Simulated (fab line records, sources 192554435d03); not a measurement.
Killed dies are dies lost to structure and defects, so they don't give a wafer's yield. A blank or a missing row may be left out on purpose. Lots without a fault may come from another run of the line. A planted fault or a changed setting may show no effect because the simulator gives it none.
Chamber matching | flow n5_finfet | N5_SD_EPI_P_ETCHBACK_46 on rie_diel-06: 4 sister chambers
The step etches SiNx in CH3F/O2, stops on SiO2, target depth 17.5 nm. 22 wafers are shown with their chamber, then 11 later ones without.

WAFERS WITH THEIR CHAMBER
wafer  | chamber | drypump_motor_current_A (A) | showerhead_plenum_p_Torr (Torr) | rf_vpp_V (V)
L077.1 | 1       | 6.6                         | 2.13                            | 304
L077.2 | 2       | 5.6                         | 1.99                            | 296
L077.5 | 0       | 5.8                         | 1.97                            | 294
L079.2 | 3       | 5.9                         | 1.96                            | 296
L079.4 | 1       | 6.6                         | 2.13                            | 305
L079.5 | 3       | 5.9                         | 1.96                            | 296
L082.2 | 2       | 5.7                         | 1.98                            | 297
L082.3 | 1       | 6.6                         | 2.12                            | 305
L082.6 | 2       | 5.6                         | 1.98                            | 298
L084.4 | 0       | 5.8                         | 1.97                            | 294
L084.5 | 0       | 5.8                         | 1.97                            | 295
L084.6 | 1       | 6.6                         | 2.12                            | 306
L088.1 | 2       | 5.7                         | 1.98                            | 297
L088.4 | 2       | 5.7                         | 1.98                            | 295
L088.5 | 3       | 5.9                         | 1.96                            | 296
L090.3 | 0       | 5.8                         | 1.97                            | 295
L090.4 | 3       | 5.9                         | 1.95                            | 297
L090.6 | 0       | 5.8                         | 1.97                            | 294
L091.1 | 0       | 5.8                         | 1.96                            | 295
L091.2 | 3       | 5.9                         | 1.95                            | 297
L091.6 | 0       | 5.8                         | 1.96                            | 295
L094.1 | 1       | 6.6                         | 2.12                            | 306

SIGNATURES (means of the wafers above)
reading                  | chamber 0 | chamber 1 | chamber 2 | chamber 3 | scatter within a chamber
drypump_motor_current_A  | 5.800     | 6.600     | 5.660     | 5.900     | 0.0258
showerhead_plenum_p_Torr | 1.9671    | 2.1240    | 1.9820    | 1.9560    | 0.00507
rf_vpp_V                 | 294.57    | 305.20    | 296.60    | 296.40    | 0.779
Rule: a wafer's distance from a chamber is the root of the sum, over the readings, of the square of ((its reading less the chamber's mean) divided by the reading's scatter). The wafer belongs to the nearest chamber; if the next one is less than 2 further off, it can't be placed. The scatter: the root of (the sum of the squares of (reading less its chamber's mean) over the shown wafers, divided by (wafers less chambers)).

WAFERS WITHOUT THEIR CHAMBER
wafer  | drypump_motor_current_A (A) | showerhead_plenum_p_Torr (Torr) | rf_vpp_V (V)
L094.4 | 5.7                         | 1.98                            | 296
L094.6 | 5.7                         | 1.98                            | 296
L095.1 | 5.7                         | 1.98                            | 298
L095.4 | 6.6                         | 2.12                            | 306
L095.5 | 6.6                         | 2.12                            | 304
L097.2 | 6.6                         | 2.12                            | 306
L097.3 | 5.9                         | 1.95                            | 295
L097.6 | 5.9                         | 1.95                            | 295
L096.3 | 5.9                         | 1.95                            | 296
L096.4 | 5.6                         | 1.97                            | 297
L096.6 | 5.9                         | 1.95                            | 298

WHICH CHAMBER EACH WENT THROUGH
wafer  | from the rows above | in truth
L094.4 | 2                   | 2
L094.6 | 2                   | 2
L095.1 | 2                   | 2
L095.4 | 1                   | 1
L095.5 | 1                   | 1
L097.2 | 1                   | 1
L097.3 | 3                   | 3
L097.6 | 3                   | 3
L096.3 | 3                   | 3
L096.4 | 2                   | 2
L096.6 | 3                   | 3
Placed correctly: 11 of 11. Can't be placed from these rows: 0. Placed wrongly: 0.
